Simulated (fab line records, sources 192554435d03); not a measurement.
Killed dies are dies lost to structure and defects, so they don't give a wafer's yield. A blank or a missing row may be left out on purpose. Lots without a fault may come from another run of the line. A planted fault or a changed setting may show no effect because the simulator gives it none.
fab line records | flow n5_finfet
record lots=7 wafers=18 last_day=17
route steps=1938 shown BEOL_M8@1359 PASSIVATION@1936
lots that met no fault: from a run of the same line without faults
start_h: hours from the record's first day to the start of the lot's first wafer shown | wait_h: hours since the lot's step before | " the same as in the row above | L1.1+2: a row that stands for several wafers | - no value, or no start given | * or withheld: withheld | < > ~ a bound
route shown NAME@n: a module of which the file shows steps, and the number in the route of the first | usual: mean/standard deviation of fault-free wafers | same: alike in all rows | chamber/n: place in a boat | sites: the reading at each site | _std_site: their standard deviation | _edge_site: outer sites' mean less inner sites' | radius_mm: how far each site lies from the wafer's centre | mask NAME#n: copy n | behind: the tool/chamber that last shaped the wafer | hold: why the lot was held/for how many hours/how that ended | device: the transistor (n, p or np) that didn't switch | end of line: the same wafers' tests at the end of the route | a step without rows: its recipe alone | killed: dies lost to structure and defects at the first sort, not the wafer's yield | map: a wafer's dies, x killed, . not, _ none there
set.NAME: the setting as run; set.NAME@STEP: as run at that earlier step | model.NAME: the simulator's own value behind a step, which no gauge read
lots at some steps of the route; a table a step, a row a wafer
services: from which hour (start_h, from the record's first day; less than 0 if before it) a tool's chamber was out of use, for how many hours, and why
## steps
# step N5_BEOL_M8_COAT_22
# recipe resist=CAR-EUV spin_rpm=1500 resist_thk_nm=30
# step N5_BEOL_M8_EBR_24
# recipe solvent=PGMEA ebr_width_mm=1.5
# step N5_BEOL_M8_SOFTBAKE_23
# recipe temp_c=110 time_s=60 resist=CAR-EUV
# step N5_BEOL_M8_EXPOSE_25
# recipe mask_id=V7 na=0.33 source_shape=annular sigma_inner=0.4 sigma_outer=0.8 polarization=unpolarized target_cd_nm=40 dose_mj=42.5
# step N5_BEOL_M8_PEB_26
# recipe peb_temp_c=100 peb_time_s=60 resist=CAR-EUV
# step N5_BEOL_M8_DEVELOP_27
# recipe develop_time_s=30 developer=TMAH resist=CAR-EUV rinse_liquid=surfactant_rinse dry=air_spin dev_temp_c=23
# step N5_BEOL_M8_CD_MEAS_28
# recipe target_cd_nm=40 landing_energy_ev=500 detector=se_inlens
# usual cd_nm=39.97/0.23
# columns lot.wafer tool chamber start_h wait_h cd_nm
L882.2 cd_sem-01 0 214.49 - 39.74
L882.3 " 0 " " 40.16
L882.5 " 0 " " 39.93
L888.1 cd_sem-02 0 252.35 - 40.02
L888.2 " 0 " " 39.99
L888.6 " 0 " " 40.13
L897.2 cd_sem-02 0 309.81 - 39.91
L897.4 " 0 " " 40.50
L899.1 cd_sem-03 0 319.90 - 40.18
L899.5 " 0 " " 39.94
L899.6 " 0 " " 40.41
L900.2 cd_sem-03 0 328.65 - 39.58
L900.4 " 0 " " 40.11
L898.4 cd_sem-02 0 334.49 - 39.74
L898.5 " 0 " " 40.10
L904.1 cd_sem-03 0 346.80 - 39.86
L904.2 " 0 " " 39.75
L904.4 " 0 " " 39.97
# step N5_BEOL_M8_OVL_MEAS_29
# recipe points_per_wafer=522
# usual V7_OVL=-0.7/0.77
# columns lot.wafer tool chamber start_h wait_h V7_OVL[nm]
L882.2 overlay-01 0 214.53 0.0 0.6
L882.3 " 0 " " 0.6
L882.5 " 0 " " 0.5
L888.1 overlay-02 0 252.38 0.0 -0.2
L888.2 " 0 " " 0.8
L888.6 " 0 " " -0.1
L897.2 overlay-02 0 309.84 0.0 -0.7
L897.4 " 0 " " 0.3
L899.1 overlay-02 0 319.94 0.0 -1.5
L899.5 " 0 " " -0.6
L899.6 " 0 " " -1.3
L900.2 overlay-02 0 328.68 0.0 0.1
L900.4 " 0 " " 0.1
L898.4 overlay-02 0 334.54 0.0 -1.3
L898.5 " 0 " " 0.4
L904.1 overlay-01 0 346.83 0.0 -1.0
L904.2 " 0 " " -0.5
L904.4 " 0 " " -1.3
# step N5_BEOL_M8_INSPECT_30
# recipe mode=adi inspect_instrument=brightfield
# usual raw_defect_count=420/88
# columns lot.wafer tool chamber start_h wait_h raw_defect_count
L882.2 defect_inspect-01 - 214.58 0.0 413
L882.3 " - " " 482
L882.5 " - " " 355
L888.1 defect_inspect-02 - 252.44 0.1 400
L888.2 " - " " 490
L888.6 " - " " 460
L897.2 defect_inspect-02 - 309.89 0.0 366
L897.4 " - " " 460
L899.1 defect_inspect-01 - 319.99 0.1 478
L899.5 " - " " 441
L899.6 " - " " 395
L900.2 defect_inspect-01 - 328.74 0.0 318
L900.4 " - " " 367
L898.4 defect_inspect-01 - 334.58 0.0 425
L898.5 " - " " 449
L904.1 defect_inspect-01 - 346.89 0.1 283
L904.2 " - " " 393
L904.4 " - " " 341
# step N5_BEOL_M8_DESCUM_33
# recipe chemistry=O2 time_s=7 source_power_w=50 bias_power_w=20 pressure_mtorr=20 rf_frequency_hz=2.712e+07 temp_c=40 resist=CAR-EUV o2_flow_sccm=225
# usual drypump_motor_current_A=5.9/0.39 o2_flow_sccm=225.0/0.74 oes_product_au=0.80/0.081 rf_vpp_V=243.0/1.3 showerhead_plenum_p_Torr=2.08/0.071 temp_c=40.00/0.11 throttle_valve_pct=20.33/0.21
# columns lot.wafer tool chamber start_h wait_h drypump_motor_current_A o2_flow_sccm oes_product_au rf_hours_counter_h rf_vpp_V showerhead_plenum_p_Torr temp_c throttle_valve_pct
L882.2 rie_diel-04 3 214.61 0.0 5.1 225.5 0.88 42 244.1 2.12 39.99 20.52
L882.3 " 0 " " 5.8 226.0 0.92 19 246.0 2.22 39.94 20.04
L882.5 " 1 " " 6.3 224.7 0.82 - 241.0 2.02 39.88 20.04
L888.1 rie_diel-02 1 253.67 1.2 6.0 226.1 0.67 241 243.0 2.05 39.98 20.17
L888.2 " 3 " " 5.5 225.4 0.87 38 243.4 2.12 40.00 20.41
L888.6 " 2 " " 5.9 225.1 0.73 - 244.5 2.17 39.85 20.48
L897.2 rie_diel-04 0 309.96 0.1 5.7 225.6 0.85 52 244.6 2.21 39.87 20.10
L897.4 " 3 " " 5.1 226.6 0.83 74 243.4 2.11 39.88 20.57
L899.1 rie_diel-02 2 320.04 0.0 5.9 223.9 0.71 214 246.1 2.16 39.81 20.51
L899.5 " 3 " " 5.5 224.8 0.83 - 245.3 2.11 40.13 20.43
L899.6 " 2 " " 5.9 224.0 0.71 - 245.4 2.16 39.77 20.54
L900.2 rie_diel-04 2 328.90 0.2 6.1 225.7 0.92 15 243.4 2.04 39.98 20.18
L900.4 " 3 " " 5.1 225.2 0.82 81 244.4 2.11 39.95 20.57
L898.4 rie_diel-04 3 334.61 0.0 5.1 225.2 0.82 83 243.7 2.11 40.00 20.58
L898.5 " 3 " " 5.1 224.1 0.81 - 243.6 2.11 39.92 20.60
L904.1 rie_diel-02 3 346.97 0.1 5.5 224.2 0.82 72 243.9 2.10 40.12 20.45
L904.2 " 2 " " 5.9 224.7 0.70 220 245.9 2.16 40.11 20.52
L904.4 " 0 " " 6.4 225.2 0.78 136 241.3 2.00 39.92 20.36
# step N5_BEOL_M8_ETCH_72
# recipe chemistry=N2/H2 target=underlayer target_depth_a=65 mask_material=CAR-EUV time_s=5.2 ion_energy_ev=200 pressure_mtorr=30 source_w=840 bias_w=150 n2_flow_sccm=200 h2_flow_sccm=200 ends=cleared
# usual drypump_motor_current_A=5.9/0.39 etch_rf_on_time_s=5.23/0.11 oes_product_au=0.67/0.071 rf_vpp_V=523.5/2.6 showerhead_plenum_p_Torr=2.53/0.086 throttle_valve_pct=17.82/0.21
# columns lot.wafer tool chamber start_h wait_h drypump_motor_current_A etch_rf_on_time_s oes_product_au rf_hours_counter_h rf_vpp_V showerhead_plenum_p_Torr throttle_valve_pct
L882.2 rie_diel-04 3 214.65 0.0 5.1 5.13 0.74 42 525.1 2.60 18.05
L882.3 " 0 " " 5.7 5.16 0.78 19 528.2 2.71 17.50
L882.5 " 1 " " 6.3 5.22 0.70 - 521.8 2.46 17.41
L888.1 rie_diel-02 1 253.71 0.0 6.1 5.25 0.57 241 524.3 2.50 17.77
L888.2 " 3 " " 5.5 5.26 0.71 38 524.0 2.59 17.88
L888.6 " 2 " " 5.9 5.42 0.61 - 526.9 2.63 17.90
L897.2 rie_diel-04 0 309.99 0.0 5.8 5.28 0.72 52 528.1 2.69 17.55
L897.4 " 3 " " 5.1 5.27 0.70 74 524.1 2.59 18.13
L899.1 rie_diel-02 2 320.07 0.0 5.9 5.42 0.58 214 525.5 2.62 17.96
L899.5 " 3 " " 5.5 5.36 0.70 - 525.5 2.58 17.92
L899.6 " 2 " " 5.9 5.46 0.59 - 526.1 2.62 17.95
L900.2 rie_diel-04 2 328.94 0.0 6.1 5.07 0.79 15 521.3 2.50 17.70
L900.4 " 3 " " 5.1 5.20 0.70 81 521.9 2.58 18.15
L898.4 rie_diel-04 3 334.65 0.0 5.1 5.28 0.69 83 525.5 2.58 18.13
L898.5 " 3 " " 5.1 5.19 0.70 - 525.7 2.58 18.13
L904.1 rie_diel-02 3 347.00 0.0 5.5 5.29 0.69 72 523.2 2.58 17.94
L904.2 " 2 " " 5.9 5.37 0.59 220 525.3 2.61 17.98
L904.4 " 0 " " 6.3 5.13 0.68 136 520.8 2.43 17.86
# step N5_BEOL_M8_ETCH_65
# recipe chemistry=CF4 target=SiARC target_depth_a=156 mask_material=CAR-EUV time_s=26 ion_energy_ev=80 pressure_mtorr=40 source_w=545 bias_w=36 Ar_flow_sccm=100 cf4_flow_sccm=100 ends=cleared
# usual drypump_motor_current_A=5.9/0.39 etch_rf_on_time_s=26.2/0.54 oes_product_au=0.68/0.071 rf_vpp_V=183.9/1.2 showerhead_plenum_p_Torr=2.13/0.069 throttle_valve_pct=15.54/0.19
# columns lot.wafer tool chamber start_h wait_h drypump_motor_current_A etch_rf_on_time_s oes_product_au rf_hours_counter_h rf_vpp_V showerhead_plenum_p_Torr throttle_valve_pct
L882.2 rie_diel-04 3 214.66 0.0 5.1 26.2 0.74 42 184.5 2.18 15.63
L882.3 " 0 " " 5.7 26.1 0.77 19 185.6 2.28 15.24
L882.5 " 1 " " 6.3 26.0 0.70 - 183.6 2.07 15.24
L888.1 rie_diel-02 1 253.73 0.0 6.1 26.2 0.57 241 184.1 2.12 15.65
L888.2 " 3 " " 5.5 26.9 0.72 38 184.6 2.18 15.57
L888.6 " 2 " " 5.9 27.0 0.61 - 184.5 2.20 15.54
L897.2 rie_diel-04 0 310.01 0.0 5.8 26.2 0.72 52 186.0 2.27 15.30
L897.4 " 3 " " 5.1 26.0 0.71 74 183.8 2.17 15.72
L899.1 rie_diel-02 2 320.09 0.0 5.9 26.7 0.60 214 184.6 2.19 15.59
L899.5 " 3 " " 5.5 26.5 0.69 - 184.6 2.17 15.64
L899.6 " 2 " " 5.9 26.8 0.59 - 186.6 2.19 15.59
L900.2 rie_diel-04 2 328.96 0.0 6.1 25.6 0.79 15 183.5 2.09 15.26
L900.4 " 3 " " 5.1 25.8 0.71 81 184.4 2.17 15.74
L898.4 rie_diel-04 3 334.66 0.0 5.1 25.8 0.70 83 183.2 2.17 15.74
L898.5 " 3 " " 5.1 25.8 0.70 - 184.1 2.17 15.74
L904.1 rie_diel-02 3 347.02 0.0 5.5 27.0 0.68 72 183.6 2.17 15.67
L904.2 " 2 " " 5.9 27.4 0.59 220 185.8 2.19 15.59
L904.4 " 0 " " 6.4 26.0 0.67 136 182.9 2.06 15.62
# step N5_BEOL_M8_ETCH_66
# recipe chemistry=N2/H2 target=SOC target_depth_a=800 overetch_a=160 mask_material=SiARC temp_c=40 time_s=120 ion_energy_ev=200 pressure_mtorr=30 source_w=840 bias_w=150 n2_flow_sccm=200 h2_flow_sccm=200
# usual drypump_motor_current_A=5.9/0.39 oes_product_au=0.61/0.06 rf_vpp_V=523.7/2.3 showerhead_plenum_p_Torr=2.53/0.086 temp_c=40.00/0.11 throttle_valve_pct=17.77/0.21
# columns lot.wafer tool chamber start_h wait_h drypump_motor_current_A oes_product_au rf_hours_counter_h rf_vpp_V showerhead_plenum_p_Torr temp_c throttle_valve_pct model.SiARC_of_BEOL_M8_COAT_64.thk_nm model.BEOL_M8.cd_nm
L882.2 rie_diel-04 3 214.69 0.0 5.1 0.66 42 524.8 2.60 40.02 17.99 6.2 39.8
L882.3 " 0 " " 5.8 0.69 19 528.5 2.71 40.08 17.45 6.4 40
L882.5 " 1 " " 6.3 0.62 - 521.9 2.46 39.78 17.38 6.6 39.8
L888.1 rie_diel-02 1 253.75 0.0 6.0 0.52 241 523.2 2.50 40.07 17.71 6.4 39.8
L888.2 " 3 " " 5.5 0.65 38 526.7 2.59 39.98 17.84 6.4 40
L888.6 " 2 " " 5.9 0.55 - 525.8 2.63 40.07 17.87 6.6 40.4
L897.2 rie_diel-04 0 310.04 0.0 5.7 0.66 52 527.8 2.69 39.88 17.51 2.6 41.6
L897.4 " 3 " " 5.1 0.63 74 525.0 2.59 39.92 18.08 2.2 42
L899.1 rie_diel-02 2 320.12 0.0 5.9 0.54 214 527.1 2.62 39.96 17.92 6.6 40
L899.5 " 3 " " 5.5 0.63 - 525.3 2.58 39.91 17.89 6.4 39.6
L899.6 " 2 " " 5.9 0.54 - 526.0 2.62 39.97 17.91 6.6 40.2
L900.2 rie_diel-04 2 328.98 0.0 6.1 0.70 15 521.9 2.50 39.99 17.64 2 42.2
L900.4 " 3 " " 5.1 0.63 81 524.6 2.58 40.09 18.09 2 42
L898.4 rie_diel-04 3 334.69 0.0 5.1 0.63 83 523.0 2.58 39.97 18.10 2.2 42
L898.5 " 3 " " 5.1 0.63 - 524.2 2.58 39.84 18.10 6.2 39.8
L904.1 rie_diel-02 3 347.05 0.0 5.5 0.62 72 523.9 2.58 40.02 17.90 6.6 39.6
L904.2 " 2 " " 5.9 0.53 220 526.4 2.61 39.98 17.93 6.8 40
L904.4 " 0 " " 6.4 0.60 136 522.0 2.43 40.10 17.81 6.4 40.2
# step N5_BEOL_M8_STRIP_69
# recipe chemistry=N2/H2 temp_c=40 n2_flow_sccm=200 h2_flow_sccm=200 rf_frequency_hz=6e+07
# step N5_BEOL_M8_STRIP_73
# recipe chemistry=N2/H2 temp_c=40 n2_flow_sccm=200 h2_flow_sccm=200 rf_frequency_hz=6e+07
# step N5_BEOL_M8_VIA_ETCH_34
# recipe chemistry=C4F6/O2 target=SiCOH_lowk target_depth_a=1255 mask_material=SOC taper_deg=4 time_s=50.5 ion_energy_ev=250 pressure_mtorr=30 source_w=345 bias_w=185 Ar_flow_sccm=300 C4F6_flow_sccm=10 O2_flow_sccm=10
# usual drypump_motor_current_A=5.9/0.38 oes_product_au=0.79/0.083 rf_vpp_V=668/12 showerhead_plenum_p_Torr=2.83/0.093 throttle_valve_pct=20.84/0.2
# columns lot.wafer tool chamber start_h wait_h drypump_motor_current_A oes_product_au rf_hours_counter_h rf_vpp_V showerhead_plenum_p_Torr throttle_valve_pct model.BEOL_M8.cd_nm
L882.2 rie_diel-04 3 214.79 0.0 5.1 0.88 42 685 2.88 20.94 39.8
L882.3 " 0 " " 5.8 0.91 19 668 3.03 20.57 40
L882.5 " 1 " " 6.3 0.81 - 652 2.76 20.53 39.8
L888.1 rie_diel-02 1 253.86 0.0 6.0 0.67 241 662 2.82 20.81 40
L888.2 " 3 " " 5.5 0.84 38 683 2.92 21.11 40
L888.6 " 2 " " 5.9 0.71 - 669 2.93 20.83 40.2
L897.2 rie_diel-04 0 310.14 0.0 5.7 0.85 52 666 3.01 20.61 41.6
L897.4 " 3 " " 5.1 0.84 74 686 2.87 20.99 42
L899.1 rie_diel-02 2 320.22 0.0 5.9 0.69 214 665 2.92 20.89 40.2
L899.5 " 3 " " 5.5 0.81 - 682 2.91 21.14 39.8
L899.6 " 2 " " 5.9 0.69 - 666 2.92 20.87 40.4
L900.2 rie_diel-04 2 329.08 0.0 6.1 0.91 15 679 2.78 20.62 42
L900.4 " 3 " " 5.1 0.82 81 685 2.86 20.97 42
L898.4 rie_diel-04 3 334.79 0.0 5.1 0.81 83 685 2.86 21.00 42
L898.5 " 3 " " 5.1 0.82 - 686 2.86 20.99 39.8
L904.1 rie_diel-02 3 347.15 0.0 5.5 0.81 72 682 2.91 21.18 39.6
L904.2 " 2 " " 5.9 0.69 220 665 2.92 20.87 40
L904.4 " 0 " " 6.3 0.78 136 661 2.74 20.88 40.2
# step N5_BEOL_M8_STRIP_76
# recipe chemistry=C4F6/O2 resist=SiARC rf_frequency_hz=6e+07
# step N5_PASSIVATION_PROBE_49
# usual defect_limited_yield=91.2/1.6 killed_at_M0_to_M3=31/10 killed_at_M4_up=14/4.4 killed_at_contacts=13/6 killed_at_front_end=43/13 killed_at_other=3.5/2.6 killed_dies=104/18 killed_open=68/14 killed_short=34/8.1 sort_bin_5_function=5.1/1.1 sort_bin_6_memory=3.3/0.68 sort_n_pass=1076/18 sort_yield_pct=91.2/1.6
# same gross_dies=1180 killed_at_back_side=0 sort_bin_4_leakage[%]=0 sort_bin_8_speed[%]=0
# columns lot.wafer tool chamber start_h wait_h defect_limited_yield[%] killed_at_M0_to_M3 killed_at_M4_up killed_at_contacts killed_at_front_end killed_at_other killed_dies killed_open killed_short sort_bin_5_function[%] sort_bin_6_memory[%] sort_n_pass sort_yield_pct[%]
L882.2 prober-02 - 284.54 0.1 90.8 40 18 6 39 5 108 78 29 5.6 3.3 1072 90.8
L882.3 prober-02 - 284.59 0.1 88.0 61 16 13 46 6 142 89 46 6.4 3.8 1038 88.0
L882.5 prober-02 - 284.69 0.2 91.3 47 14 13 27 2 103 69 28 5.1 2.9 1077 91.3
L888.1 prober-02 - 327.63 0.0 90.2 48 16 11 35 6 116 80 33 6.0 3.6 1064 90.2
L888.2 prober-02 - 327.68 0.1 89.2 40 21 11 51 5 128 93 35 5.2 5.5 1052 89.2
L888.6 prober-02 - 327.88 0.3 91.5 37 18 6 29 10 100 67 33 4.6 3.5 1080 91.5
L897.2 prober-01 - 382.08 0.1 89.6 27 17 14 64 1 123 89 34 6.4 3.8 1057 89.6
L897.4 prober-01 - 382.18 0.2 88.9 40 12 17 59 3 131 89 42 6.7 4.1 1049 88.9
L899.1 prober-02 - 394.70 0.0 91.0 36 17 19 34 0 106 66 38 6.1 2.7 1074 91.0
L899.5 prober-02 - 394.90 0.2 88.8 46 16 11 55 4 132 77 55 7.7 3.4 1048 88.8
L899.6 prober-02 - 394.95 0.3 92.1 43 14 5 29 2 93 56 32 4.0 3.0 1087 92.1
L900.2 prober-01 - 401.04 0.1 93.2 11 7 6 51 5 80 51 29 4.2 2.3 1100 93.2
L900.4 prober-01 - 401.14 0.2 91.4 16 12 13 58 3 102 59 36 5.3 2.4 1078 91.4
L898.4 prober-01 - 409.53 0.2 90.8 26 19 22 40 1 108 64 33 5.7 2.3 1072 90.8
L898.5 prober-01 - 409.58 0.2 91.5 34 17 14 34 1 100 66 28 4.3 3.4 1080 91.5
L904.1 prober-01 - 419.45 0.0 89.2 35 11 22 56 3 127 101 25 6.6 4.1 1053 89.2
L904.2 prober-01 - 419.50 0.1 91.3 32 12 9 50 0 103 63 39 4.7 3.6 1077 91.3
L904.4 prober-01 - 419.60 0.2 89.2 27 16 24 53 7 127 85 35 5.6 4.7 1053 89.2
# killed by level:class
L882.2 FIN_SAQP:geometric_particle:open=18 BEOL_M4:geometric_particle:open=11 BEOL_M0_SAQP:geometric_particle:short=8 BEOL_M0_SAQP:geometric_particle:open=7 BEOL_M3:geometric_particle:open=7 BEOL_M2:geometric_particle:open=5 MOL_CONTACT_COAG:geometric_particle:open=5 FIN_SAQP:geometric_particle:short=4
L882.3 BEOL_M0_SAQP:geometric_particle:short=14 BEOL_M0_SAQP:geometric_particle:open=12 BEOL_M3:geometric_particle:open=11 MOL_CONTACT_COAG:geometric_particle:open=11 BEOL_M1:geometric_particle:open=9 FIN_SAQP:geometric_particle:open=8 STI_FIN_REVEAL:geometric_particle:open=8 BEOL_M0:geometric_particle:open=8
L882.5 MOL_CONTACT_COAG:geometric_particle:open=10 BEOL_M3:geometric_particle:open=10 FIN_SAQP:geometric_particle:open=8 BEOL_M0_SAQP:geometric_particle:open=8 BEOL_M1:geometric_particle:open=8 BEOL_M3:geometric_particle:short=5 HKMG_FIN:area_etch=5 BEOL_M0_SAQP:geometric_particle:short=4
L888.1 BEOL_M3:geometric_particle:open=12 STI_FIN_REVEAL:geometric_particle:open=11 MOL_CONTACT_COAG:geometric_particle:open=9 BEOL_M4:geometric_particle:open=8 BEOL_M2:geometric_particle:open=8 BEOL_M0_SAQP:geometric_particle:open=7 BEOL_M0_SAQP:geometric_particle:short=7 FIN_SAQP:geometric_particle:open=6
L888.2 BEOL_M4:geometric_particle:open=15 FIN_SAQP:geometric_particle:short=12 MOL_CONTACT_COAG:geometric_particle:open=11 BEOL_M2:geometric_particle:open=9 FIN_SAQP:geometric_particle:open=8 BEOL_M0_SAQP:geometric_particle:open=8 ILD0:geometric_particle:open=7 BEOL_M1:geometric_particle:open=7
L888.6 BEOL_M0_SAQP:geometric_particle:open=12 FIN_SAQP:geometric_particle:open=11 BEOL_M4:geometric_particle:open=11 BEOL_M1:geometric_particle:open=9 FIN_SAQP:geometric_particle:short=7 BEOL_M0_SAQP:geometric_particle:short=7 MOL_CONTACT_COAG:geometric_particle:open=5 GATE_CUT:geometric_particle:short=3
L897.2 STI_FIN_REVEAL:geometric_particle:open=24 MOL_CONTACT_COAG:geometric_particle:open=9 BEOL_M2:geometric_particle:open=9 FIN_SAQP:geometric_particle:open=7 ILD0:geometric_particle:short=7 BEOL_M5:geometric_particle:open=6 STI_FIN_REVEAL:geometric_particle:short=5 DUMMY_GATE:geometric_particle:open=5
L897.4 FIN_SAQP:geometric_particle:open=14 MOL_CONTACT_COAG:geometric_particle:open=12 STI_FIN_REVEAL:geometric_particle:open=11 BEOL_M2:geometric_particle:open=8 BEOL_M1:geometric_particle:open=8 FIN_SAQP:geometric_particle:short=6 BEOL_M0_SAQP:geometric_particle:short=6 BEOL_M0:geometric_particle:open=6
L899.1 MOL_CONTACT_COAG:geometric_particle:open=14 BEOL_M0_SAQP:geometric_particle:short=13 BEOL_M4:geometric_particle:open=9 GATE_CUT:geometric_particle:short=6 BEOL_M0_SAQP:geometric_particle:open=6 BEOL_M2:geometric_particle:open=6 DUMMY_GATE:geometric_particle:open=5 GATE_CUT:geometric_particle:open=5
L899.5 FIN_SAQP:geometric_particle:short=18 FIN_SAQP:geometric_particle:open=12 BEOL_M0_SAQP:geometric_particle:open=11 GATE_CUT:geometric_particle:short=9 BEOL_M3:geometric_particle:open=9 BEOL_M4:geometric_particle:open=8 BEOL_M0_SAQP:geometric_particle:short=7 BEOL_M2:geometric_particle:open=6
L899.6 BEOL_M0_SAQP:geometric_particle:short=14 BEOL_M2:geometric_particle:open=10 BEOL_M4:geometric_particle:open=8 BEOL_M0_SAQP:geometric_particle:open=7 STI_FIN_REVEAL:geometric_particle:open=5 HKMG_FIN:area_etch=5 DUMMY_GATE:geometric_particle:open=4 GATE_CUT:geometric_particle:short=4
L900.2 FIN_SAQP:geometric_particle:short=17 FIN_SAQP:geometric_particle:open=12 MOL_CONTACT_COAG:geometric_particle:open=6 BEOL_M0_SAQP:geometric_particle:open=5 DUMMY_GATE:geometric_particle:open=4 GATE_CUT:geometric_particle:open=4 BEOL_M4:geometric_particle:open=3 GATE_CUT:geometric_particle:short=3
L900.4 FIN_SAQP:geometric_particle:open=15 FIN_SAQP:geometric_particle:short=11 MOL_CONTACT_COAG:geometric_particle:open=9 STI_FIN_REVEAL:geometric_particle:open=7 HKMG_FIN:area_etch=7 GATE_CUT:geometric_particle:short=5 BEOL_M0_SAQP:geometric_particle:open=5 MOL_CONTACT_COAG:geometric_particle:short=4
L898.4 MOL_CONTACT_COAG:geometric_particle:open=18 BEOL_M0_SAQP:geometric_particle:short=12 STI_FIN_REVEAL:geometric_particle:open=5 DUMMY_GATE:geometric_particle:open=5 GATE_CUT:geometric_particle:short=5 BEOL_M5:geometric_particle:open=5 STARTING-WAFER:geometric_particle:short=5 HKMG_FIN:area_etch=5
L898.5 STI_FIN_REVEAL:geometric_particle:open=18 MOL_CONTACT_COAG:geometric_particle:open=11 BEOL_M0_SAQP:geometric_particle:open=6 BEOL_M3:geometric_particle:short=6 BEOL_M4:geometric_particle:open=6 BEOL_M0_SAQP:geometric_particle:short=5 BEOL_M3:geometric_particle:open=5 HKMG_FIN:area_etch=5
L904.1 MOL_CONTACT_COAG:geometric_particle:open=18 STI_FIN_REVEAL:geometric_particle:open=16 FIN_SAQP:geometric_particle:open=13 BEOL_M2:geometric_particle:open=9 BEOL_M3:geometric_particle:open=9 BEOL_M4:geometric_particle:open=9 DUMMY_GATE:geometric_particle:open=5 GATE_CUT:geometric_particle:short=5
L904.2 FIN_SAQP:geometric_particle:short=13 FIN_SAQP:geometric_particle:open=11 MOL_CONTACT_COAG:geometric_particle:open=8 BEOL_M2:geometric_particle:open=8 BEOL_M1:geometric_particle:open=7 STI_FIN_REVEAL:geometric_particle:open=6 GATE_CUT:geometric_particle:open=5 BEOL_M0_SAQP:geometric_particle:short=4
L904.4 MOL_CONTACT_COAG:geometric_particle:open=22 STI_FIN_REVEAL:geometric_particle:open=13 FIN_SAQP:geometric_particle:short=12 FIN_SAQP:geometric_particle:open=9 BEOL_M3:geometric_particle:open=9 GATE_CUT:geometric_particle:short=7 BEOL_M2:geometric_particle:open=7 BEOL_M4:geometric_particle:open=5
## services
# columns tool chamber start_h hours kind
rie_diel-02 0 218.61 13.5 repair
rie_diel-04 3 229.55 4.3 repair
rie_diel-04 2 266.04 - clean
rie_diel-04 2 266.04 - consumable_replace:focus_ring
rie_diel-04 2 266.04 20.8 scheduled_down
rie_diel-04 2 266.04 20.8 vent_cycle
rie_diel-02 1 282.03 - clean
rie_diel-02 1 282.03 - consumable_replace:focus_ring
rie_diel-02 1 282.03 19.3 scheduled_down
rie_diel-02 1 282.03 19.3 vent_cycle
rie_diel-02 2 324.37 9.4 repair
## key
first_sign none at tools or gauges
model_effect step=N5_BEOL_M8_ETCH_66 value=SiARC_of_BEOL_M8_COAT_64.thk_nm without=6.32 struck=2.2
model_effect step=N5_BEOL_M8_VIA_ETCH_34 value=BEOL_M8.cd_nm without=39.68 struck=41.92
met_at N5_BEOL_M8_ETCH_66
struck_wafers L897.2,L897.4,L898.4,L900.2,L900.4
onset_between 214.69 310.04
fault kind=process_parameter_drift tool=rie_diel-04 chamber=- onset_h=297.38 steps=N5_BEOL_M8_ETCH_66 channel=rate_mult offset=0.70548 shape=step end_h=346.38 scope=struck_wafers_only
